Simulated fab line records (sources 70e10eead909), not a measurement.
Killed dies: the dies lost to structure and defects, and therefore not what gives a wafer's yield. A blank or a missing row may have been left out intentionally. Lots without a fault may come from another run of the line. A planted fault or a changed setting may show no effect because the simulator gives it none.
Chamber matching	flow nand_harc	pecvd-01 running NHARC_THIN_TSV_DEP_47: 3 sister chambers
The step deposits SiO2, target thk 200 nm. 6 wafers are shown with their chamber, then 8 later ones without.

EACH WAFER AND ITS CHAMBER
wafer	chamber	throttle_valve_pct (%)
L272.2	2	15.0
L272.6	1	15.7
L271.2	1	15.5
L271.3	0	14.5
L271.6	0	14.4
L277.1	2	15.0

WAFERS WHOSE CHAMBER IS MISSING
wafer	throttle_valve_pct (%)
L277.2	14.7
L277.5	15.8
L279.2	14.4
L279.5	15.2
L279.6	14.6
L276.1	14.8
L276.2	14.6
L276.5	14.3

WHICH CHAMBER EACH ONE RAN IN
wafer	from the rows above	in truth
L277.2	can't be placed: 0 or 2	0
L277.5	1	1
L279.2	0	0
L279.5	2	2
L279.6	0	0
L276.1	can't be placed: 2 or 0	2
L276.2	0	0
L276.5	0	0
Correctly placed: 6 of 8. These rows do not allow placing 2 (true chamber among the candidates in 2). Placed wrongly: 0.
How it was worked out, from the rows above alone: a wafer's distance from a chamber is the root of the sum, over the readings, of the square of ((its reading less the chamber's mean) divided by the reading's scatter). If the next closest chamber is less than 2 further off than the closest, the wafer can't be placed; otherwise it belongs to the closest. A chamber's mean is the mean of its shown wafers. The scatter is the square root of a quotient: the sum, over the shown wafers, of each reading's squared deviation from its chamber's mean, divided by wafers minus chambers.
